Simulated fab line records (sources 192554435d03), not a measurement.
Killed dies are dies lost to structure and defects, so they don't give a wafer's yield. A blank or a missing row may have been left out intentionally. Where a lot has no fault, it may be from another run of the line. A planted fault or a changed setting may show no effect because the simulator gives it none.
What tool caused it? | flow n5_finfet | 12 lots, 36 wafers sampled, at 1 step of a route of 1938

## WHAT THE GAUGES READ, wafer by wafer
N5_BEOL_M11_CD_MEAS_18: pitch 140 nm, target cd 70 nm.
lot  | measured     | on        | cd_nm (nm)
L075 | day 10 02:33 | cd_sem-01 | 70.2 70.9 70.6
L077 | day 10 23:41 | cd_sem-01 | 71.2 69.6 69.9
L079 | day 11 03:32 | cd_sem-01 | 70.0 69.9 71.8
L081 | day 12 03:06 | cd_sem-03 | 70.4 69.4 70.1
L082 | day 12 14:37 | cd_sem-01 | 69.3 70.1 70.7
L086 | day 13 11:29 | cd_sem-02 | 70.0 70.1 69.1
L087 | day 13 14:55 | cd_sem-01 | 69.8 70.6 69.5
L089 | day 14 18:22 | cd_sem-03 | 70.6 70.6 71.1
L091 | day 15 02:15 | cd_sem-01 | 71.7 70.7 70.9
L092 | day 15 23:27 | cd_sem-01 | 70.9 69.6 70.3
L095 | day 16 09:36 | cd_sem-03 | 70.7 71.9 71.8
L097 | day 17 05:47 | cd_sem-03 | 70.4 70.0 70.6

## EACH LOT AND THE TOOL THAT RAN IT (in order: tool; ch and the chambers of the sampled wafers; start)
Record: no process step prior to these readings.

## THE ANSWER, worked out from the rows above alone
Rule: the lots themselves supply what counts as usual. The widest of any qualifying gaps counts: lots, ordered by their means at a reading, are off when they make up no more than a third of the lots, leave a main group of 4 or more, and stand apart from it by 3 or more times the standard deviation of that group's means. A main group whose means are all the same, to the digits that the tables above print for the reading, isn't used. Also off: a lot with no number at a reading for which 4 or more lots have one. Any other lot the step has rows for is counted as sound.
No lot is off on any of the readings shown, so nothing can be concluded from this.

## WHAT HAD BEEN PUT IN BY THE SIMULATOR
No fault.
